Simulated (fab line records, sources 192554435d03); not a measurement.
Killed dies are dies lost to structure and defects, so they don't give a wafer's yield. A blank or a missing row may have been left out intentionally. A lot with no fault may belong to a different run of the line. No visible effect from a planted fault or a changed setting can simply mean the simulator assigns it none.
Chamber matching -- flow n5Finfet -- N5_HKMG_FIN_CVD_62 on thermalCvdSi-01 has 3 sister chambers
The step deposits a-Si from Si2H6, target thk 3 nm, time 20.8 s. 6 wafers are shown with their chamber, then 7 later ones without.

WAFERS, EACH WITH ITS CHAMBER
wafer,chamber,heaterPowerW (W),heaterPowerOuterW (W)
L123.2,0,1418,903
L129.2,1,1236,872
L129.5,0,1408,923
L129.6,2,1329,826
L133.2,2,1279,847
L133.4,1,1234,881

WAFERS WITHOUT THEIR CHAMBER
wafer,heaterPowerW (W),heaterPowerOuterW (W)
L133.6,1348,854
L135.1,1234,849
L135.2,1294,842
L135.5,1399,924
L139.1,1263,832
L139.4,1414,941
L139.6,1335,834

WHICH CHAMBER EACH WENT THROUGH
wafer,from the rows above,in truth
L133.6,2,2
L135.1,can't be placed: 1 or 2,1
L135.2,2,2
L135.5,0,0
L139.1,can't be placed: 2 or 1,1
L139.4,0,0
L139.6,2,2
5 of 7 placed correctly. Can't be placed from these rows: 2 (the true chamber is among the candidates in 2). Placed wrongly: 0.
How it was worked out, from the rows above alone: a wafer's distance from a chamber is the root of the sum, over the readings, of the square of ((its reading less the chamber's mean) divided by the reading's scatter). If the next closest chamber is less than 2 further off than the closest, the wafer can't be placed; otherwise it belongs to the closest. Each chamber's mean is taken over the wafers shown for it. The scatter: take each reading less its chamber's mean, square it, sum over the shown wafers, divide by the number of wafers less the number of chambers, and take the root.
